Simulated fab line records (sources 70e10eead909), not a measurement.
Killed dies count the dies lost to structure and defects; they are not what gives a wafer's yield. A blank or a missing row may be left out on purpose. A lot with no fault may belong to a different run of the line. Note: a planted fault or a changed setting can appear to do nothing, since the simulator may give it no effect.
fab line records    flow nand_harc    part 2 of 2: steps 33 to 46 of 46
record lots=5  wafers=15  last_day=33
route steps=1302 shown P_ZERO_WELL@18
lots that met no fault: from a run of the same line without faults
start_h: hours from the record's opening day to when the first of the lot's shown wafers began    wait_h: hours since the lot's step before    " as in the row above    L1.1+2: several wafers, shown together as one row    - no value present, or no start provided    * or withheld: withheld    < > ~ a bound
route shown NAME@n: NAME is a module with steps in the file, n the number in the route of the first one    usual: average and standard deviation across the fault-free wafers    same: alike in all rows    chamber/n: place in a boat    sites: per-site readings    _std_site: how widely they spread, as a standard deviation    _edge_site: the outer-site mean with the inner-site mean subtracted    radius_mm: for every site, how far away it sits from the centre of the wafer    mask NAME#n: copy n    behind: the most recent tool/chamber to have shaped the wafer    hold: why the lot went on hold/how many hours it stayed there/how the hold came to an end    device: transistor that didn't switch, given as n, p or np    end of line: the tests these same wafers got at the end of their route    a step without rows: its recipe alone    killed: dies that structure and defects cost at the first sort, which is not the same as the wafer's yield    map: a wafer's dies, x killed, . not, _ none there
set.NAME: the setting as run; set.NAME@STEP: as run at that earlier step    model.NAME: the simulator's own value behind a step, which no gauge read
lots seen at some steps along the route; tables by step, rows by wafer
services: a tool's chamber out of use, with start hour (start_h, from the record's first day; less than 0 if before it), hours out, and reason
## steps
# step NHARC_P_ZERO_WELL_STRIP_41
# recipe time_s=840  temp_c=130  chemistry=SPM
# usual bath_guard_temp_C=129.9/0.5
lot.wafer  tool          chamber  start_h  wait_h  bath_guard_temp_C
L077.3     wet_bench-05  3        54.92    0.1     130.8
L077.1     "             4        "        "       129.5
L077.5     "             5        "        "       130.3
L084.5     wet_bench-09  3        124.85   0.1     129.3
L084.4     "             4        "        "       130.2
L084.1     "             6        "        "       129.2
L093.6     wet_bench-01  6        215.32   0.0     130.2
L093.5     "             0        "        "       129.9
L093.2     "             1        "        "       130.1
L094.2     wet_bench-01  4        225.01   0.2     129.4
L094.4     "             5        "        "       129.3
L094.5     "             7        "        "       129.8
L095.3     wet_bench-05  5        235.12   0.1     130.1
L095.4     "             0        "        "       129.8
L095.6     "             1        "        "       129.9
# step NHARC_P_ZERO_WELL_DEHYDRATE_44
# recipe temp_c=150  time_s=120
lot.wafer   tool            chamber  start_h  wait_h
L077.1+3+5  litho_track-03  0        55.23    -
L084.1+4+5  litho_track-03  0        125.17   -
L093.2+5+6  litho_track-07  0        215.63   -
L094.2+4+5  litho_track-05  0        225.33   -
L095.3+4+6  litho_track-03  0        235.44   -
# step NHARC_P_ZERO_WELL_HMDS_45
# recipe time_s=30
lot.wafer   tool            chamber  start_h  wait_h
L077.1+3+5  litho_track-03  0        -        -
L084.1+4+5  litho_track-03  0        -        -
L093.2+5+6  litho_track-07  0        -        -
L094.2+4+5  litho_track-05  0        -        -
L095.3+4+6  litho_track-03  0        -        -
# step NHARC_P_ZERO_WELL_COAT_46
# recipe spin_rpm=withheld
lot.wafer   tool            chamber  start_h  wait_h
L077.1+3+5  litho_track-03  0        -        -
L084.1+4+5  litho_track-03  0        -        -
L093.2+5+6  litho_track-07  0        -        -
L094.2+4+5  litho_track-05  0        -        -
L095.3+4+6  litho_track-03  0        -        -
# step NHARC_P_ZERO_WELL_SOFTBAKE_47
# recipe temp_c=122  time_s=95
lot.wafer   tool            chamber  start_h  wait_h
L077.1+3+5  litho_track-03  0        -        -
L084.1+4+5  litho_track-03  0        -        -
L093.2+5+6  litho_track-07  0        -        -
L094.2+4+5  litho_track-05  0        -        -
L095.3+4+6  litho_track-03  0        -        -
# step NHARC_P_ZERO_WELL_EBR_48
lot.wafer   tool            chamber  start_h  wait_h
L077.1+3+5  litho_track-03  0        -        -
L084.1+4+5  litho_track-03  0        -        -
L093.2+5+6  litho_track-07  0        -        -
L094.2+4+5  litho_track-05  0        -        -
L095.3+4+6  litho_track-03  0        -        -
# step NHARC_P_ZERO_WELL_EXPOSE_49
# recipe na=0.6  target_cd_nm=2000  dose_mj=22.64  mask_id=P_HVPW
lot.wafer   tool            chamber  start_h  wait_h  mask
L077.1+3+5  krf_scanner-02  0        55.50    -       P_HVPW#0
L084.1+4+5  krf_scanner-03  0        125.43   -       P_HVPW#0
L093.2+5+6  krf_scanner-03  0        215.78   -       P_HVPW#0
L094.2+4+5  krf_scanner-04  0        225.61   -       P_HVPW#0
L095.3+4+6  krf_scanner-02  0        235.72   -       P_HVPW#0
# step NHARC_P_ZERO_WELL_PEB_50
# recipe peb_temp_c=118  peb_time_s=85
lot.wafer   tool            chamber  start_h  wait_h
L077.1+3+5  litho_track-03  0        55.57    0.1
L084.1+4+5  litho_track-07  0        125.50   0.1
L093.2+5+6  litho_track-03  0        215.85   0.1
L094.2+4+5  litho_track-05  0        225.67   0.1
L095.3+4+6  litho_track-07  0        235.78   0.1
# step NHARC_P_ZERO_WELL_DEVELOP_51
# recipe time_s=70
lot.wafer   tool            chamber  start_h  wait_h
L077.1+3+5  litho_track-03  0        -        -
L084.1+4+5  litho_track-07  0        -        -
L093.2+5+6  litho_track-03  0        -        -
L094.2+4+5  litho_track-05  0        -        -
L095.3+4+6  litho_track-07  0        -        -
# step NHARC_P_ZERO_WELL_CD_MEAS_52
# recipe target_cd_nm=2000  landing_energy_ev=500
# usual cd_nm=1999.4/1.3
lot.wafer  tool       chamber  start_h  wait_h  cd_nm
L077.1     cd_sem-01  0        55.66    -       1999.4
L077.3     "          0        "        "       1998.5
L077.5     "          0        "        "       1998.7
L084.1     cd_sem-02  0        125.59   -       1999.1
L084.4     "          0        "        "       2000.2
L084.5     "          0        "        "       2000.1
L093.2     cd_sem-03  0        215.94   -       1998.9
L093.5     "          0        "        "       1998.1
L093.6     "          0        "        "       1997.5
L094.2     cd_sem-01  0        225.76   -       2001.1
L094.4     "          0        "        "       1999.7
L094.5     "          0        "        "       2000.8
L095.3     cd_sem-02  0        235.87   -       2002.4
L095.4     "          0        "        "       1998.7
L095.6     "          0        "        "       2000.8
# step NHARC_P_ZERO_WELL_HARDBAKE_53
# recipe temp_c=125  time_s=80
lot.wafer   tool            chamber  start_h  wait_h
L077.1+3+5  litho_track-07  0        55.74    -
L084.1+4+5  litho_track-03  0        125.67   -
L093.2+5+6  litho_track-07  0        216.02   -
L094.2+4+5  litho_track-05  0        225.84   -
L095.3+4+6  litho_track-03  0        235.95   -
# step NHARC_P_ZERO_WELL_DESCUM_54
# recipe time_s=3  o2_flow_sccm=200  ar_flow_sccm=0  bias_power_w=0  chemistry=O2
# usual drypump_motor_current_A=5.7/0.33  oes_product_au=0.999/0.0088  rf_vpp_V=57.6/1  showerhead_plenum_p_Torr=1.87/0.099  throttle_valve_pct=11.312/0.0095
lot.wafer  tool         chamber  start_h  wait_h  drypump_motor_current_A  oes_product_au  rf_hours_counter_h  rf_vpp_V  showerhead_plenum_p_Torr  throttle_valve_pct
L077.3     rie_diel-09  2        55.84    -       6.0                      0.998           27                  57.9      1.83                      11.322
L077.1     "            0        "        "       5.8                      0.988           27                  57.1      1.80                      11.311
L077.5     "            0        "        "       5.8                      0.996           -                   58.5      1.80                      11.322
L084.4     rie_diel-01  2        125.78   -       5.9                      0.996           33                  58.4      2.00                      11.307
L084.1     "            3        "        "       6.8                      0.998           35                  58.4      1.79                      11.309
L084.5     "            0        "        "       5.4                      0.992           -                   57.5      1.88                      11.289
L093.2     rie_diel-09  3        216.12   -       5.5                      0.998           19                  57.9      1.77                      11.316
L093.6     "            1        "        "       5.9                      1.009           -                   59.0      2.01                      11.303
L093.5     "            2        "        "       6.0                      1.002           -                   57.9      1.81                      11.343
L094.2     rie_diel-09  0        225.92   -       5.8                      0.998           24                  55.4      1.78                      11.291
L094.4     "            1        "        "       5.9                      1.016           22                  57.5      2.01                      11.300
L094.5     "            1        "        "       5.9                      1.004           -                   56.6      2.01                      11.302
L095.3     rie_diel-09  3        236.02   -       5.5                      1.000           24                  57.4      1.77                      11.321
L095.4     "            2        "        "       6.0                      1.009           22                  57.5      1.81                      11.306
L095.6     "            3        "        "       5.5                      1.005           -                   57.7      1.77                      11.320
# step NHARC_P_ZERO_WELL_IMPLANT_55
# recipe energy_kev=180  dose_cm2=8e+11  tilt_deg=7
# usual beam_on_s=9.99/0.21
lot.wafer  tool          chamber  start_h  wait_h  beam_on_s
L077.1     implanter-02  0        55.99    0.1     10.26
L077.3     "             0        "        "       10.05
L077.5     "             0        "        "       10.27
L084.1     implanter-02  0        125.90   0.1     10.09
L084.4     "             0        "        "       9.98
L084.5     "             0        "        "       9.80
L093.2     implanter-02  0        216.27   0.1     10.31
L093.5     "             0        "        "       10.46
L093.6     "             0        "        "       9.93
L094.2     implanter-02  0        226.09   0.2     9.93
L094.4     "             0        "        "       9.99
L094.5     "             0        "        "       9.75
L095.3     implanter-01  0        236.23   0.2     10.00
L095.4     "             0        "        "       9.98
L095.6     "             0        "        "       9.74
# step NHARC_P_ZERO_WELL_IMPLANT_61
# recipe energy_kev=30  dose_cm2=5e+11  tilt_deg=7
# usual beam_on_s=10.01/0.21
lot.wafer  tool          chamber  start_h  wait_h  beam_on_s
L077.1     implanter-02  0        56.17    0.1     9.56
L077.3     "             0        "        "       10.06
L077.5     "             0        "        "       9.77
L084.1     implanter-02  0        126.08   0.2     9.90
L084.4     "             0        "        "       10.23
L084.5     "             0        "        "       9.97
L093.2     implanter-02  0        216.46   0.2     10.28
L093.5     "             0        "        "       10.11
L093.6     "             0        "        "       9.87
L094.2     implanter-02  0        226.27   0.1     10.10
L094.4     "             0        "        "       10.24
L094.5     "             0        "        "       10.00
L095.3     implanter-01  0        236.41   0.1     10.20
L095.4     "             0        "        "       9.92
L095.6     "             0        "        "       9.63
## services
tool            chamber  start_h  hours  kind
rie_diel-01     3        31.08    9.3    repair
rie_diel-09     3        50.84    15.4   repair
krf_scanner-03  -        52.52    4.0    pm
implanter-01    -        55.03    3.6    repair
wet_bench-09    -        62.56    3.2    repair
krf_scanner-02  -        69.79    1.1    repair
rie_diel-09     1        72.86    4.9    repair
litho_track-07  -        76.00    7.0    pm
rie_diel-09     0        91.74    2.6    repair
krf_scanner-02  -        94.00    4.0    pm
litho_track-03  -        100.00   7.0    pm
wet_bench-01    -        101.60   8.0    pm
litho_track-05  -        124.00   7.0    pm
rie_diel-09     3        124.91   8.3    repair
rie_diel-09     -        143.12   9.0    pm
implanter-02    -        146.00   13.0   pm
krf_scanner-02  -        171.52   0.9    repair
implanter-01    -        172.12   5.5    repair
rie_diel-01     -        186.97   0.3    repair
rie_diel-01     -        203.93   9.0    pm
rie_diel-01     3        214.27   5.0    repair
krf_scanner-02  -        219.83   2.1    repair
krf_scanner-03  -        224.52   4.0    pm
wet_bench-01    -        228.79   85.0   repair
